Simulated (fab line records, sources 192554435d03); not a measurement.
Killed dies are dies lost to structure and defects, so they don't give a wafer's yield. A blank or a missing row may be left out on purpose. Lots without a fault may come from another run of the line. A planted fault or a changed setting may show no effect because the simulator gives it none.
fab line records | flow n5_finfet | part 2 of 2: steps 5 to 6 of 6
record lots=24 wafers=72 last_day=18
route steps=1938 shown BEOL_M13@1700 BEOL_M14@1716
lots that met no fault: from a run of the same line without faults
start_h: hours from the record's first day to the start of the lot's first wafer shown | wait_h: hours since the lot's step before | " the same as in the row above | L1.1+2: a row that stands for several wafers | - no value, or no start given | * or withheld: withheld | < > ~ a bound
route shown NAME@n: a module of which the file shows steps, and the number in the route of the first | usual: mean/standard deviation of fault-free wafers | same: alike in all rows | chamber/n: place in a boat | sites: the reading at each site | _std_site: their standard deviation | _edge_site: outer sites' mean less inner sites' | radius_mm: how far each site lies from the wafer's centre | mask NAME#n: copy n | behind: the tool/chamber that last shaped the wafer | hold: why the lot was held/for how many hours/how that ended | device: the transistor (n, p or np) that didn't switch | end of line: the same wafers' tests at the end of the route | a step without rows: its recipe alone | killed: dies lost to structure and defects at the first sort, not the wafer's yield | map: a wafer's dies, x killed, . not, _ none there
set.NAME: the setting as run; set.NAME@STEP: as run at that earlier step | model.NAME: the simulator's own value behind a step, which no gauge read
steps of the route over a sample of lots; a table a step, a row a wafer
services: from which hour (start_h, from the record's first day; less than 0 if before it) a tool's chamber was out of use, for how many hours, and why
## steps
# step N5_BEOL_M14_DESCUM_15
# recipe chemistry=O2 time_s=7.9 source_power_w=50 bias_power_w=20 pressure_mtorr=20 rf_frequency_hz=2.712e+07 temp_c=40 o2_flow_sccm=225
# usual bias_power_w=20.01/0.055 drypump_motor_current_A=5.9/0.35 oes_product_au=0.83/0.066 rf_vpp_V=243.4/1.1 showerhead_plenum_p_Torr=2.12/0.058 throttle_valve_pct=20.44/0.22
# same time_s=7.9
# columns lot.wafer tool chamber start_h wait_h bias_power_w drypump_motor_current_A oes_product_au rf_hours_counter_h rf_vpp_V showerhead_plenum_p_Torr throttle_valve_pct
L074.2 rie_diel-01 0 246.08 0.2 20.02 6.1 0.83 73 243.7 2.22 20.39
L074.3 " 1 " " 20.01 6.1 0.90 20 241.8 2.06 20.34
L074.5 " 3 " " 20.00 5.3 0.85 - 245.7 2.23 20.69
L075.2 rie_diel-02 2 257.11 0.0 19.99 6.2 0.85 72 243.0 2.12 20.13
L075.4 " 3 " " 20.05 5.5 0.83 47 244.0 2.15 20.20
L075.6 " 3 " " 20.07 5.5 0.83 - 243.3 2.15 20.18
L077.1 rie_diel-02 0 264.43 0.0 19.92 6.0 0.82 89 243.6 2.11 20.26
L077.2 " 2 " " 19.99 6.2 0.85 74 243.2 2.12 20.14
L077.3 " 3 " " 19.86 5.5 0.83 50 243.7 2.15 20.20
L078.1 rie_diel-01 1 264.59 0.0 20.00 6.0 0.88 28 242.7 2.06 20.35
L078.2 " 3 " " 19.97 5.3 0.84 58 245.4 2.23 20.71
L078.5 " 3 " " 20.02 5.3 0.84 - 245.9 2.23 20.71
L076.3 rie_diel-02 2 274.77 0.0 20.04 6.2 0.84 77 244.2 2.12 20.17
L076.4 " 1 " " 20.02 5.5 0.70 240 243.1 2.15 20.85
L076.6 " 3 " " 19.99 5.5 0.83 - 244.9 2.15 20.21
L080.4 rie_diel-06 3 291.61 0.0 19.99 5.4 0.66 246 243.2 2.05 20.78
L080.5 " 2 " " 20.05 5.7 0.82 - 242.4 2.02 20.31
L080.6 " 1 " " 20.00 6.5 0.86 - 243.1 2.14 20.74
L079.1 rie_diel-01 1 291.98 0.1 20.02 6.1 0.86 36 241.0 2.06 20.36
L079.3 " 3 " " 19.97 5.3 0.83 66 244.7 2.23 20.71
L079.5 " 0 " " 20.04 6.0 0.81 - 244.5 2.21 20.44
L081.2 rie_diel-01 3 292.32 0.3 20.09 5.3 0.83 67 244.8 2.23 20.71
L081.3 " 2 " " 20.03 5.9 0.98 5 243.5 2.15 20.35
L081.4 " 1 " " 20.04 6.0 0.87 37 241.5 2.06 20.37
L082.3 rie_diel-02 3 296.98 0.0 20.02 5.5 0.81 61 244.1 2.15 20.22
L082.4 " 0 " " 19.99 6.0 0.81 100 244.7 2.11 20.27
L082.6 " 0 " " 19.96 6.0 0.80 - 243.3 2.11 20.25
L084.2 rie_diel-06 2 308.94 0.0 20.02 5.7 0.82 88 240.8 2.02 20.32
L084.3 " 0 " " 19.98 6.2 0.83 72 241.8 2.03 20.67
L084.6 " 2 " " 20.02 5.7 0.81 - 242.2 2.02 20.32
L083.1 rie_diel-02 3 312.16 0.0 20.04 5.5 0.81 66 244.7 2.15 20.21
L083.4 " 2 " " 19.98 6.2 0.81 - 243.1 2.12 20.18
L083.5 " 3 " " 20.10 5.5 0.81 - 242.7 2.15 20.22
L085.3 rie_diel-06 2 322.64 0.0 19.99 5.7 0.82 93 241.8 2.02 20.34
L085.5 " 0 " " 20.14 6.2 0.83 - 241.7 2.03 20.67
L085.6 " 3 " " 20.04 5.4 1.04 - 242.4 2.05 20.37
L088.1 rie_diel-02 2 335.64 0.0 20.01 6.2 0.82 101 242.9 2.11 20.18
L088.5 " 0 " " 19.98 6.0 0.79 - 242.4 2.11 20.29
L088.6 " 3 " " 19.97 5.5 0.80 - 244.6 2.14 20.24
L086.2 rie_diel-02 1 339.68 0.0 20.04 5.5 0.96 8 244.5 2.15 20.62
L086.3 " 3 " " 20.02 5.5 0.80 77 244.1 2.14 20.24
L086.6 " 0 " " 19.94 6.0 0.78 - 244.9 2.10 20.30
L089.1 rie_diel-06 3 339.93 0.1 20.05 5.4 1.00 8 243.1 2.05 20.38
L089.2 " 0 " " 19.97 6.2 0.82 83 243.7 2.03 20.69
L089.6 " 0 " " 19.95 6.2 0.83 - 242.4 2.03 20.71
L087.1 rie_diel-06 0 340.41 0.1 19.95 6.2 0.82 83 242.5 2.03 20.70
L087.2 " 1 " " 20.04 6.5 0.85 74 243.7 2.14 20.76
L087.5 " 1 " " 20.00 6.5 0.84 - 244.1 2.14 20.76
L090.1 rie_diel-01 1 342.62 0.0 20.05 6.1 0.84 58 243.0 2.05 20.40
L090.4 " 0 " " 20.00 6.0 0.79 111 245.4 2.20 20.46
L090.5 " 1 " " 20.02 6.0 0.84 - 242.7 2.05 20.40
L092.2 rie_diel-06 2 343.71 0.0 20.09 5.7 0.81 102 242.4 2.02 20.36
L092.3 " 3 " " 19.93 5.4 0.97 10 242.5 2.05 20.38
L092.6 " 0 " " 20.00 6.2 0.81 - 241.5 2.03 20.68
L091.1 rie_diel-06 0 358.69 0.0 20.06 6.2 0.81 90 241.4 2.03 20.70
L091.4 " 3 " " 19.88 5.4 0.97 14 241.8 2.05 20.38
L091.5 " 0 " " 20.05 6.2 0.81 - 243.0 2.03 20.69
L093.2 rie_diel-02 0 363.98 0.1 19.91 6.0 0.79 125 243.1 2.10 20.32
L093.5 " 2 " " 20.08 6.2 0.80 - 243.2 2.11 20.20
L093.6 " 3 " " 20.10 5.5 0.80 - 243.0 2.14 20.23
L095.3 rie_diel-01 2 378.22 0.0 19.91 5.9 0.91 36 244.9 2.14 20.39
L095.5 " 2 " " 19.95 5.9 0.91 - 246.3 2.14 20.39
L095.6 " 3 " " 20.07 5.3 0.80 - 244.8 2.21 20.76
L094.2 rie_diel-02 3 378.37 0.1 19.96 5.5 0.81 85 243.8 2.14 20.24
L094.3 " 2 " " 20.02 6.2 0.81 116 241.8 2.11 20.19
L094.4 " 0 " " 20.03 6.0 0.78 130 242.1 2.10 20.32
L097.2 rie_diel-02 2 382.24 0.0 20.07 6.2 0.80 118 243.8 2.11 20.21
L097.4 " 0 " " 19.94 6.0 0.77 132 240.6 2.10 20.32
L097.5 " 0 " " 20.08 6.0 0.77 - 242.8 2.10 20.33
L096.3 rie_diel-02 1 389.96 0.0 20.11 5.5 0.91 26 242.1 2.14 20.63
L096.4 " 3 " " 20.01 5.5 0.78 89 244.5 2.14 20.25
L096.5 " 2 " " 20.05 6.2 0.80 - 243.1 2.10 20.22
# step N5_BEOL_M14_ETCH_59
# recipe chemistry=N2/H2 target=BARC target_depth_a=890 overetch_a=267 time_s=67.9 ion_energy_ev=200 pressure_mtorr=30 source_w=840 bias_w=150 n2_flow_sccm=200 h2_flow_sccm=200
# usual drypump_motor_current_A=5.9/0.36 oes_product_au=0.71/0.053 rf_vpp_V=524.3/1.9 showerhead_plenum_p_Torr=2.56/0.062 throttle_valve_pct=17.81/0.21
# same time_s=67.9
# columns lot.wafer tool chamber start_h wait_h drypump_motor_current_A oes_product_au rf_hours_counter_h rf_vpp_V showerhead_plenum_p_Torr throttle_valve_pct
L074.2 rie_diel-01 0 246.12 0.0 6.0 0.70 73 527.3 2.69 17.85
L074.3 " 1 " " 6.1 0.78 21 523.8 2.49 17.74
L074.5 " 3 " " 5.3 0.72 - 527.3 2.67 17.94
L075.2 rie_diel-02 2 257.14 0.0 6.2 0.72 72 524.4 2.57 17.45
L075.4 " 3 " " 5.5 0.72 47 525.0 2.59 17.59
L075.6 " 3 " " 5.5 0.71 - 523.0 2.59 17.58
L077.1 rie_diel-02 0 264.46 0.0 6.0 0.70 89 522.5 2.57 17.71
L077.2 " 2 " " 6.2 0.72 74 524.5 2.57 17.44
L077.3 " 3 " " 5.5 0.72 50 525.0 2.59 17.61
L078.1 rie_diel-01 1 264.63 0.0 6.1 0.76 28 521.8 2.49 17.76
L078.2 " 3 " " 5.3 0.71 58 528.1 2.67 17.93
L078.5 " 3 " " 5.4 0.72 - 527.9 2.67 17.93
L076.3 rie_diel-02 2 274.81 0.0 6.2 0.72 77 525.2 2.57 17.46
L076.4 " 1 " " 5.5 0.60 240 524.8 2.59 18.06
L076.6 " 3 " " 5.5 0.71 - 525.2 2.59 17.60
L080.4 rie_diel-06 3 291.65 0.0 5.4 0.57 246 522.9 2.49 18.29
L080.5 " 2 " " 5.7 0.71 - 520.6 2.47 17.91
L080.6 " 1 " " 6.5 0.72 - 524.2 2.58 17.98
L079.1 rie_diel-01 1 292.01 0.0 6.1 0.76 36 522.2 2.49 17.76
L079.3 " 3 " " 5.3 0.70 67 527.5 2.67 17.95
L079.5 " 0 " " 6.0 0.69 - 527.7 2.68 17.90
L081.2 rie_diel-01 3 292.36 0.0 5.3 0.70 67 526.7 2.67 17.96
L081.3 " 2 " " 5.9 0.82 5 526.3 2.59 17.54
L081.4 " 1 " " 6.1 0.75 37 522.3 2.49 17.79
L082.3 rie_diel-02 3 297.02 0.0 5.5 0.70 61 525.3 2.59 17.61
L082.4 " 0 " " 6.0 0.69 100 523.9 2.56 17.73
L082.6 " 0 " " 6.0 0.68 - 525.6 2.56 17.71
L084.2 rie_diel-06 2 308.98 0.0 5.7 0.71 88 521.1 2.47 17.93
L084.3 " 0 " " 6.2 0.69 72 521.6 2.47 18.16
L084.6 " 2 " " 5.7 0.70 - 522.6 2.47 17.92
L083.1 rie_diel-02 3 312.19 0.0 5.5 0.70 66 522.2 2.59 17.62
L083.4 " 2 " " 6.2 0.70 - 524.2 2.56 17.46
L083.5 " 3 " " 5.4 0.69 - 525.3 2.59 17.62
L085.3 rie_diel-06 2 322.67 0.0 5.7 0.70 93 520.4 2.47 17.93
L085.5 " 0 " " 6.2 0.70 - 522.5 2.46 18.19
L085.6 " 3 " " 5.4 0.86 - 523.1 2.49 17.82
L088.1 rie_diel-02 2 335.68 0.0 6.2 0.69 101 524.1 2.56 17.46
L088.5 " 0 " " 6.0 0.67 - 523.1 2.56 17.76
L088.6 " 3 " " 5.5 0.69 - 525.9 2.58 17.64
L086.2 rie_diel-02 1 339.71 0.0 5.5 0.82 8 526.1 2.58 17.74
L086.3 " 3 " " 5.6 0.68 77 526.2 2.58 17.65
L086.6 " 0 " " 6.0 0.67 - 525.2 2.55 17.76
L089.1 rie_diel-06 3 339.96 0.0 5.4 0.83 8 522.4 2.49 17.82
L089.2 " 0 " " 6.2 0.70 83 522.2 2.46 18.18
L089.6 " 0 " " 6.2 0.69 - 522.3 2.46 18.18
L087.1 rie_diel-06 0 340.44 0.0 6.2 0.69 83 521.4 2.46 18.20
L087.2 " 1 " " 6.5 0.71 74 526.0 2.57 18.03
L087.5 " 1 " " 6.5 0.71 - 524.9 2.57 18.01
L090.1 rie_diel-01 1 342.65 0.0 6.1 0.72 58 523.1 2.48 17.82
L090.4 " 0 " " 6.0 0.67 111 527.0 2.67 17.92
L090.5 " 1 " " 6.1 0.73 - 522.2 2.48 17.82
L092.2 rie_diel-06 2 343.74 0.0 5.7 0.69 102 521.3 2.46 17.96
L092.3 " 3 " " 5.4 0.82 10 523.0 2.49 17.84
L092.6 " 0 " " 6.2 0.69 - 522.5 2.46 18.20
L091.1 rie_diel-06 0 358.72 0.0 6.2 0.68 90 521.6 2.46 18.20
L091.4 " 3 " " 5.4 0.80 14 521.9 2.48 17.84
L091.5 " 0 " " 6.2 0.68 - 522.0 2.46 18.21
L093.2 rie_diel-02 0 364.01 0.0 6.0 0.66 125 523.8 2.55 17.79
L093.5 " 2 " " 6.2 0.69 - 524.3 2.55 17.51
L093.6 " 3 " " 5.5 0.68 - 523.1 2.58 17.64
L095.3 rie_diel-01 2 378.25 0.0 5.9 0.77 36 524.7 2.58 17.60
L095.5 " 2 " " 5.9 0.77 - 524.5 2.58 17.60
L095.6 " 3 " " 5.3 0.67 - 525.9 2.65 18.01
L094.2 rie_diel-02 3 378.40 0.0 5.5 0.68 85 525.4 2.58 17.66
L094.3 " 2 " " 6.2 0.68 116 523.4 2.55 17.53
L094.4 " 0 " " 6.0 0.66 130 524.9 2.55 17.77
L097.2 rie_diel-02 2 382.27 0.0 6.2 0.68 118 524.3 2.55 17.52
L097.4 " 0 " " 6.0 0.66 132 524.0 2.55 17.80
L097.5 " 0 " " 6.0 0.66 - 524.1 2.55 17.79
L096.3 rie_diel-02 1 390.00 0.0 5.5 0.77 26 525.1 2.57 17.77
L096.4 " 3 " " 5.5 0.68 89 525.7 2.58 17.65
L096.5 " 2 " " 6.2 0.68 - 525.2 2.55 17.52
## services
# columns tool chamber start_h hours kind
rie_diel-02 0 219.88 3.8 repair
rie_diel-05 - 243.98 0.4 repair
rie_diel-05 1 248.26 8.4 repair
rie_diel-01 2 254.45 7.3 repair
rie_diel-05 - 265.91 4.3 pm
rie_diel-05 - 283.06 1.3 repair
rie_diel-02 1 302.20 - clean
rie_diel-02 1 302.20 - consumable_replace:focus_ring
rie_diel-02 1 302.20 17.0 scheduled_down
rie_diel-02 1 302.20 17.0 vent_cycle
rie_diel-06 3 303.32 - clean
rie_diel-06 3 303.32 - consumable_replace:focus_ring
rie_diel-06 3 303.32 15.4 scheduled_down
rie_diel-06 3 303.32 15.4 vent_cycle
rie_diel-04 2 310.40 11.5 repair
rie_diel-01 2 315.73 7.1 repair
pecvd-03 0 344.56 12.3 repair
pecvd-04 - 348.20 2.8 pm
rie_diel-02 3 350.59 13.3 repair
rie_diel-05 0 359.28 1.5 repair
rie_diel-02 1 372.17 3.1 repair
rie_diel-05 3 373.86 6.3 repair
rie_diel-04 2 377.70 15.9 repair
rie_diel-03 3 383.78 2.1 repair
